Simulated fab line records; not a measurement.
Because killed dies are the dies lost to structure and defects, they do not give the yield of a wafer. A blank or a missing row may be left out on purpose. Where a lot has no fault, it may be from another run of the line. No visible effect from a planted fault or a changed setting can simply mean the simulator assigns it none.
fab line records + flow nandHarc + part 2 of 2: steps 36 to 48 of 48
[record]
- lots = 5
- wafers = 15
- lastDay = 32
route steps=1302 shown P_STI@92 P_GATE@110
lots that met no fault: taken from a fault-free run of the same line
startH: hours from the record's first day to the start of the lot's first wafer shown + waitH: time in hours since the lot's previous step + " the same as in the row above + L1.1+2: a row that stands for several wafers + - no value, or no start was given + * or withheld: withheld + < > ~ a bound
route shown NAME@n: names a module that has steps shown in the file, with the first one's number in the route + usual: mean/standard deviation taken from wafers without a fault + same: alike in all rows + chamber/n: place in a boat + sites: readings site by site + _std_site: their standard deviation + _edge_site: the outer-site mean with the inner-site mean subtracted + radiusMm: how far each site lies from the wafer's centre + mask NAME#n: copy n + behind: the tool/chamber that last shaped the wafer + hold: why the lot went on hold/how many hours it stayed there/how the hold came to an end + device: the transistor (n, p or np) that didn't switch + end of line: the route-end tests of the same wafers + a step with no rows: only its recipe + killed: not the wafer's yield, but the dies lost to structure and defects at the first sort + map: shows each die of a wafer: x if killed, . if not, _ if none is there
set.NAME: setting as actually run; set.NAME@STEP: the setting as run at that earlier step + model.NAME: the simulator's own value behind a step, which no gauge read
lots at some steps of the route; a table a step, a row a wafer
services: when a tool's chamber went out of use (startH, in hours from the record's first day, below 0 if earlier), for how many hours, and the reason
[[steps]]
[step NHARC_P_GATE_SRD_72]
| lot.wafer  | tool        | chamber | startH | waitH |
|------------|-------------|---------|--------|-------|
| L074.1+2+3 | wetBench-01 | 7,0,2   | -      | -     |
| L076.6+2+3 | wetBench-01 | 2,3,6   | -      | -     |
| L088.1+3+6 | wetBench-03 | 3,7,0   | -      | -     |
| L089.1+5+3 | wetBench-03 | 7,0,2   | -      | -     |
| L095.1+4+3 | wetBench-05 | 0,1,3   | -      | -     |
[step NHARC_P_GATE_OXIDE_16]
[recipe]
- targetThkA = 30
- tempC = 875
- oxTimeS = 392
- material = SiO2
[usual]
- zonePowerCentrePct = 19.3/2.2
- zonePowerTopPct = 34.3/2.4
| lot.wafer | tool       | chamber | startH | waitH | zonePowerCentrePct | zonePowerTopPct |
|-----------|------------|---------|--------|-------|--------------------|-----------------|
| L074.1    | furnace-03 | 0       | 93.62  | -     | 15.6               | 30.0            |
| L074.2    | "          | 0       | "      | "     | 15.2               | 29.4            |
| L074.3    | "          | 0       | "      | "     | 15.6               | 29.8            |
| L076.2    | furnace-06 | 0       | 100.11 | -     | 20.8               | 35.4            |
| L076.3    | "          | 0       | "      | "     | 21.4               | 34.6            |
| L076.6    | "          | 0       | "      | "     | 21.5               | 34.9            |
| L088.1    | furnace-06 | 0       | 236.68 | -     | 21.6               | 35.2            |
| L088.3    | "          | 0       | "      | "     | 20.9               | 35.6            |
| L088.6    | "          | 0       | "      | "     | 21.1               | 35.6            |
| L089.1    | furnace-06 | 0       | 240.20 | -     | 21.4               | 35.3            |
| L089.3    | "          | 0       | "      | "     | 21.3               | 36.0            |
| L089.5    | "          | 0       | "      | "     | 21.2               | 34.9            |
| L095.1    | furnace-04 | 0       | 293.23 | -     | 19.5               | 35.6            |
| L095.3    | "          | 0       | "      | "     | 19.3               | 35.6            |
| L095.4    | "          | 0       | "      | "     | 19.5               | 35.4            |
[step NHARC_P_GATE_CVD_17]
[recipe]
- targetThkA = 1500
- tempC = 620
- timeS = 900
- material = poly-Si
[usual]
- zonePowerCentrePct = 9.8/0.87
- zonePowerTopPct = 19.7/1
| lot.wafer | tool         | chamber | startH | waitH | zonePowerCentrePct | zonePowerTopPct |
|-----------|--------------|---------|--------|-------|--------------------|-----------------|
| L074.1    | lpcvdPoly-01 | 0       | 99.79  | 2.7   | 10.8               | 18.0            |
| L074.2    | "            | 0       | "      | "     | 10.9               | 18.2            |
| L074.3    | "            | 0       | "      | "     | 10.9               | 18.5            |
| L076.2    | lpcvdPoly-02 | 0       | 106.18 | 2.5   | 8.9                | 20.8            |
| L076.3    | "            | 0       | "      | "     | 9.0                | 20.6            |
| L076.6    | "            | 0       | "      | "     | 9.2                | 20.4            |
| L088.1    | lpcvdPoly-04 | 0       | 242.82 | 2.6   | 10.2               | 19.8            |
| L088.3    | "            | 0       | "      | "     | 10.0               | 19.9            |
| L088.6    | "            | 0       | "      | "     | 10.0               | 19.7            |
| L089.1    | lpcvdPoly-01 | 0       | 247.64 | 3.9   | 10.9               | 18.0            |
| L089.3    | "            | 0       | "      | "     | 10.8               | 18.4            |
| L089.5    | "            | 0       | "      | "     | 10.9               | 18.2            |
| L095.1    | lpcvdPoly-02 | 0       | 299.24 | 2.5   | 9.0                | 20.8            |
| L095.3    | "            | 0       | "      | "     | 8.9                | 20.4            |
| L095.4    | "            | 0       | "      | "     | 9.0                | 20.7            |
[step NHARC_P_GATE_HM_DEP_102]
[recipe]
- targetThkA = 1200
- tempC = 400
- material = aC
[usual]
- throttleValvePct = 35.001/0.009
| lot.wafer | tool      | chamber | startH | waitH | throttleValvePct |
|-----------|-----------|---------|--------|-------|------------------|
| L074.1    | aclDep-02 | 0       | 102.42 | 0.4   | 35.002           |
| L074.2    | "         | 0       | "      | "     | 34.984           |
| L074.3    | "         | 0       | "      | "     | 35.009           |
| L076.2    | aclDep-01 | 0       | 108.94 | 0.5   | 35.002           |
| L076.3    | "         | 0       | "      | "     | 34.984           |
| L076.6    | "         | 0       | "      | "     | 35.001           |
| L088.1    | aclDep-01 | 0       | 247.26 | 2.2   | 35.002           |
| L088.3    | "         | 0       | "      | "     | 35.008           |
| L088.6    | "         | 0       | "      | "     | 35.017           |
| L089.1    | aclDep-01 | 0       | 255.48 | 5.6   | 35.007           |
| L089.3    | "         | 0       | "      | "     | 35.004           |
| L089.5    | "         | 0       | "      | "     | 35.005           |
| L095.1    | aclDep-02 | 0       | 302.86 | 1.4   | 35.016           |
| L095.3    | "         | 0       | "      | "     | 35.018           |
| L095.4    | "         | 0       | "      | "     | 34.998           |
[step NHARC_P_GATE_DEP_103]
[recipe]
- targetThkA = 300
- targetThkNm = 30
- tempC = 400
- flowSccm = 200
- rfW = 350
- material = SiON
[usual]
- heaterPowerW = 724/71
| lot.wafer | tool     | chamber | startH | waitH | heaterPowerW | sinceWetCleanH |
|-----------|----------|---------|--------|-------|--------------|----------------|
| L074.1    | pecvd-03 | 1       | 103.08 | 0.6   | 705          | 86             |
| L074.2    | "        | 2       | "      | "     | 682          | 86             |
| L074.3    | "        | 0       | "      | "     | 785          | 86             |
| L076.3    | pecvd-02 | 2       | 109.69 | 0.5   | 687          | 51             |
| L076.2    | "        | 1       | "      | "     | 774          | 51             |
| L076.6    | "        | 1       | "      | "     | 770          | -              |
| L088.3    | pecvd-03 | 0       | 247.96 | 0.4   | 778          | 50             |
| L088.1    | "        | 1       | "      | "     | 727          | 50             |
| L088.6    | "        | 0       | "      | "     | 777          | -              |
| L089.1    | pecvd-03 | 0       | 256.14 | 0.6   | 720          | 58             |
| L089.3    | "        | 1       | "      | "     | 672          | 58             |
| L089.5    | "        | 2       | "      | "     | 615          | -              |
| L095.3    | pecvd-03 | 0       | 303.53 | 0.3   | 749          | 105            |
| L095.1    | "        | 1       | "      | "     | 653          | 105            |
| L095.4    | "        | 2       | "      | "     | 563          | -              |
[step NHARC_P_GATE_DEHYDRATE_18]
[recipe]
- tempC = 150
- timeS = 120
[usual]
- plateTempC = 150.00/0.15
| lot.wafer | tool          | chamber | startH | waitH | plateTempC |
|-----------|---------------|---------|--------|-------|------------|
| L074.1    | lithoTrack-06 | 0       | 103.37 | 0.3   | 150.01     |
| L074.2    | "             | 0       | "      | "     | 150.21     |
| L074.3    | "             | 0       | "      | "     | 150.11     |
| L076.2    | lithoTrack-06 | 0       | 109.96 | 0.2   | 150.09     |
| L076.3    | "             | 0       | "      | "     | 150.07     |
| L076.6    | "             | 0       | "      | "     | 149.95     |
| L088.1    | lithoTrack-01 | 0       | 248.20 | 0.2   | 150.33     |
| L088.3    | "             | 0       | "      | "     | 150.30     |
| L088.6    | "             | 0       | "      | "     | 150.19     |
| L089.1    | lithoTrack-04 | 0       | 256.42 | 0.2   | 149.82     |
| L089.3    | "             | 0       | "      | "     | 149.69     |
| L089.5    | "             | 0       | "      | "     | 149.89     |
| L095.1    | lithoTrack-01 | 0       | 303.79 | 0.2   | 149.74     |
| L095.3    | "             | 0       | "      | "     | 149.73     |
| L095.4    | "             | 0       | "      | "     | 149.76     |
[step NHARC_P_GATE_HMDS_19]
[recipe]
- timeS = 30
| lot.wafer  | tool          | chamber | startH | waitH |
|------------|---------------|---------|--------|-------|
| L074.1+2+3 | lithoTrack-06 | 0       | -      | -     |
| L076.2+3+6 | lithoTrack-06 | 0       | -      | -     |
| L088.1+3+6 | lithoTrack-01 | 0       | -      | -     |
| L089.1+3+5 | lithoTrack-04 | 0       | -      | -     |
| L095.1+3+4 | lithoTrack-01 | 0       | -      | -     |
[step NHARC_P_GATE_COAT_20]
[recipe]
- spinRpm = 1500
- resistThkNm = 90
| lot.wafer  | tool          | chamber | startH | waitH |
|------------|---------------|---------|--------|-------|
| L074.1+2+3 | lithoTrack-06 | 0       | -      | -     |
| L076.2+3+6 | lithoTrack-06 | 0       | -      | -     |
| L088.1+3+6 | lithoTrack-01 | 0       | -      | -     |
| L089.1+3+5 | lithoTrack-04 | 0       | -      | -     |
| L095.1+3+4 | lithoTrack-01 | 0       | -      | -     |
[step NHARC_P_GATE_SOFTBAKE_21]
[recipe]
- tempC = 105
- timeS = 55
[usual]
- plateTempC = 104.96/0.12
| lot.wafer | tool          | chamber | startH | waitH | plateTempC |
|-----------|---------------|---------|--------|-------|------------|
| L074.1    | lithoTrack-06 | 0       | -      | -     | 105.13     |
| L074.2    | "             | 0       | "      | "     | 105.05     |
| L074.3    | "             | 0       | "      | "     | 104.94     |
| L076.2    | lithoTrack-06 | 0       | -      | -     | 105.16     |
| L076.3    | "             | 0       | "      | "     | 105.06     |
| L076.6    | "             | 0       | "      | "     | 105.09     |
| L088.1    | lithoTrack-01 | 0       | -      | -     | 104.88     |
| L088.3    | "             | 0       | "      | "     | 104.93     |
| L088.6    | "             | 0       | "      | "     | 104.82     |
| L089.1    | lithoTrack-04 | 0       | -      | -     | 105.00     |
| L089.3    | "             | 0       | "      | "     | 104.91     |
| L089.5    | "             | 0       | "      | "     | 104.98     |
| L095.1    | lithoTrack-01 | 0       | -      | -     | 104.99     |
| L095.3    | "             | 0       | "      | "     | 105.02     |
| L095.4    | "             | 0       | "      | "     | 104.89     |
[step NHARC_P_GATE_EBR_22]
| lot.wafer  | tool          | chamber | startH | waitH |
|------------|---------------|---------|--------|-------|
| L074.1+2+3 | lithoTrack-06 | 0       | -      | -     |
| L076.2+3+6 | lithoTrack-06 | 0       | -      | -     |
| L088.1+3+6 | lithoTrack-01 | 0       | -      | -     |
| L089.1+3+5 | lithoTrack-04 | 0       | -      | -     |
| L095.1+3+4 | lithoTrack-01 | 0       | -      | -     |
[step NHARC_P_GATE_EXPOSE_23]
[recipe]
- na = 1.35
- targetCdNm = 120
- doseMj = 93.91
- maskId = P_GATE
| lot.wafer  | tool           | chamber | startH | waitH | mask     |
|------------|----------------|---------|--------|-------|----------|
| L074.1+2+3 | arfiScanner-02 | 0       | 103.64 | -     | P_GATE#0 |
| L076.2+3+6 | arfiScanner-03 | 0       | 110.23 | -     | P_GATE#0 |
| L088.1+3+6 | arfiScanner-02 | 0       | 248.47 | -     | P_GATE#0 |
| L089.1+3+5 | arfiScanner-03 | 0       | 256.68 | -     | P_GATE#0 |
| L095.1+3+4 | arfiScanner-01 | 0       | 304.06 | -     | P_GATE#0 |
[step NHARC_P_GATE_PEB_24]
[recipe]
- pebTempC = 100
- pebTimeS = 65
[usual]
- plateTempC = 100.01/0.13
| lot.wafer | tool          | chamber | startH | waitH | plateTempC |
|-----------|---------------|---------|--------|-------|------------|
| L074.1    | lithoTrack-01 | 0       | 103.70 | 0.1   | 99.96      |
| L074.2    | "             | 0       | "      | "     | 99.93      |
| L074.3    | "             | 0       | "      | "     | 99.81      |
| L076.2    | lithoTrack-06 | 0       | 110.29 | 0.1   | 100.13     |
| L076.3    | "             | 0       | "      | "     | 100.14     |
| L076.6    | "             | 0       | "      | "     | 100.19     |
| L088.1    | lithoTrack-04 | 0       | 248.54 | 0.1   | 99.86      |
| L088.3    | "             | 0       | "      | "     | 100.02     |
| L088.6    | "             | 0       | "      | "     | 100.05     |
| L089.1    | lithoTrack-06 | 0       | 256.74 | 0.1   | 99.78      |
| L089.3    | "             | 0       | "      | "     | 99.99      |
| L089.5    | "             | 0       | "      | "     | 100.12     |
| L095.1    | lithoTrack-06 | 0       | 304.12 | 0.1   | 99.85      |
| L095.3    | "             | 0       | "      | "     | 99.98      |
| L095.4    | "             | 0       | "      | "     | 100.04     |
[step NHARC_P_GATE_DEVELOP_25]
[recipe]
- developTimeS = 35
- devTempC = 23
| lot.wafer  | tool          | chamber | startH | waitH |
|------------|---------------|---------|--------|-------|
| L074.1+2+3 | lithoTrack-01 | 0       | -      | -     |
| L076.2+3+6 | lithoTrack-06 | 0       | -      | -     |
| L088.1+3+6 | lithoTrack-04 | 0       | -      | -     |
| L089.1+3+5 | lithoTrack-06 | 0       | -      | -     |
| L095.1+3+4 | lithoTrack-06 | 0       | -      | -     |
[[services]]
| tool          | chamber | startH | hours | kind   |
|---------------|---------|--------|-------|--------|
| lithoTrack-04 | -       | 28.00  | 7.0   | pm     |
| wetBench-03   | -       | 34.40  | 8.0   | pm     |
| wetBench-04   | -       | 44.30  | 1.3   | repair |
| wetBench-04   | -       | 51.20  | 8.0   | pm     |
| wetBench-02   | -       | 68.00  | 8.0   | pm     |
| wetBench-01   | -       | 78.38  | 3.6   | repair |
| wetBench-05   | -       | 84.80  | 8.0   | pm     |
| wetBench-09   | -       | 98.44  | 7.0   | repair |
| lithoTrack-03 | -       | 100.00 | 7.0   | pm     |
| wetBench-01   | -       | 101.62 | 8.0   | pm     |
| lithoTrack-05 | -       | 124.00 | 7.0   | pm     |
| wetBench-03   | -       | 152.02 | 1.1   | repair |
| lithoTrack-01 | -       | 155.00 | 7.0   | pm     |
| wetBench-09   | -       | 176.80 | 8.0   | pm     |
| lithoTrack-06 | -       | 179.00 | 7.0   | pm     |
| lithoTrack-04 | -       | 203.00 | 7.0   | pm     |
| wetBench-03   | -       | 210.40 | 8.0   | pm     |
| wetBench-04   | -       | 227.20 | 8.0   | pm     |
| wetBench-03   | -       | 242.25 | 0.6   | repair |
| wetBench-02   | -       | 244.00 | 8.0   | pm     |
| lithoTrack-03 | -       | 275.00 | 7.0   | pm     |
| wetBench-01   | -       | 277.62 | 8.0   | pm     |
| wetBench-01   | -       | 297.05 | 1.6   | repair |
| lithoTrack-05 | -       | 299.00 | 7.0   | pm     |
